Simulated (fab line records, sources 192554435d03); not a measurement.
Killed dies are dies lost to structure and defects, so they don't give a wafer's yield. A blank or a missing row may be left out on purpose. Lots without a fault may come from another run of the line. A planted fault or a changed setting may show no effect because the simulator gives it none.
Split-lot experiment | flow n5_finfet | 7 lots, 21 wafers read, on a route of 1938 steps

THE SPLIT
At N5_BEOL_M5_COAT_05 (resist thk 30 nm), the setting spin_rpm was moved away from the recipe's 1500 rpm on 4 of the 21 wafers read, by -9.7% to +7.5%. The other wafers ran this setting at the recipe's value.

The reading is taken at the split's own step.

THE READING
CAR-EUV_of_BEOL_M5_COAT_05.thk_nm (the simulator's own value, which no gauge read), in nm, at N5_BEOL_M5_COAT_05 (resist thk 30 nm). The file gives no usual value for it. The 17 wafers here that ran the recipe average 30.1 nm, standard deviation 0.096 nm.

wafer  | tool, chamber at the split | spin_rpm as run, rpm | against the recipe | CAR-EUV_of_BEOL_M5_COAT_05.thk_nm, nm | against lot-mates on the recipe
L078.1 | litho_track-03, 0          | 1355                 | -9.7%              | 31.6                                  | +1.5
L078.3 | litho_track-03, 0          | 1500                 | recipe             | 30                                    | -
L078.4 | litho_track-03, 0          | 1500                 | recipe             | 30.2                                  | -
L081.1 | litho_track-04, 0          | 1500                 | recipe             | 30.2                                  | -
L081.6 | litho_track-04, 0          | 1500                 | recipe             | 30.2                                  | -
L081.2 | litho_track-04, 0          | 1500                 | recipe             | 30                                    | -
L083.1 | litho_track-04, 0          | 1500                 | recipe             | 30                                    | -
L083.6 | litho_track-04, 0          | 1500                 | recipe             | 30                                    | -
L083.2 | litho_track-04, 0          | 1500                 | recipe             | 30.2                                  | -
L084.1 | litho_track-04, 0          | 1500                 | recipe             | 30                                    | -
L084.5 | litho_track-04, 0          | 1500                 | recipe             | 30                                    | -
L084.6 | litho_track-04, 0          | 1500                 | recipe             | 30                                    | -
L086.2 | litho_track-03, 0          | 1450                 | -3.3%              | 30.6                                  | +0.6
L086.4 | litho_track-03, 0          | 1450                 | -3.3%              | 30.6                                  | +0.6
L086.6 | litho_track-03, 0          | 1500                 | recipe             | 30                                    | -
L087.1 | litho_track-04, 0          | 1500                 | recipe             | 30.2                                  | -
L087.5 | litho_track-04, 0          | 1500                 | recipe             | 30.2                                  | -
L087.3 | litho_track-04, 0          | 1500                 | recipe             | 30                                    | -
L091.1 | litho_track-03, 0          | 1500                 | recipe             | 30                                    | -
L091.2 | litho_track-03, 0          | 1500                 | recipe             | 30                                    | -
L091.5 | litho_track-03, 0          | 1612                 | +7.5%              | 29                                    | -1.0

THE FIT
A straight line over all 21 wafers: CAR-EUV_of_BEOL_M5_COAT_05.thk_nm changes by -0.153 nm for each +1% of spin_rpm; r = -0.98; the points scatter about the line by 0.092 nm.
The same after taking each lot's own level away (the mean of its wafers on the recipe; 21 wafers): -0.151 nm for each +1%; r = -0.98; scatter 0.083 nm.
On that fit, the largest move of spin_rpm shifts the reading by 1.5 nm.
The lots' own levels span 30.00 to 30.13 nm, that is 1.4 times the standard deviation above.
So the lot-to-lot level changes the slope little: the two slopes agree.
Check: with one of the wafers moved furthest among these (-9.7%) left out of the fit, the line predicts +1.44 nm for it against its lot-mates. It came out at +1.5 nm against them.

OTHER SPLITS ON THESE WAFERS
These wafers also went through other splits before the reading. Each is held against what the fit with the lots' levels taken away leaves over:
other split on the same wafers    | wafers away from the commonest value | r with CAR-EUV_of_BEOL_M5_COAT_05.thk_nm (lot level and that fit taken away)
N5_BEOL_M1_COAT_05 spin_rpm       | 7                                    | +0.15
N5_BEOL_M1_ETCH_64 source_w       | 5                                    | +0.20
N5_BEOL_M1_COAT_68 spin_rpm       | 9                                    | -0.18
N5_BEOL_M1_ETCH_77 source_w       | 4                                    | +0.24
N5_BEOL_M2_TRENCH_ETCH_37 time_s  | 7                                    | -0.30
N5_BEOL_M2_SPUTTER_86 time_s      | 6                                    | -0.11
N5_BEOL_M5_HM_DEP_02 target_thk_a | 9                                    | -0.25

THE FILE'S OWN FIT
CAR-EUV_of_BEOL_M5_COAT_05.thk_nm changes by -0.15 nm for each +1% of spin_rpm, r = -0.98.
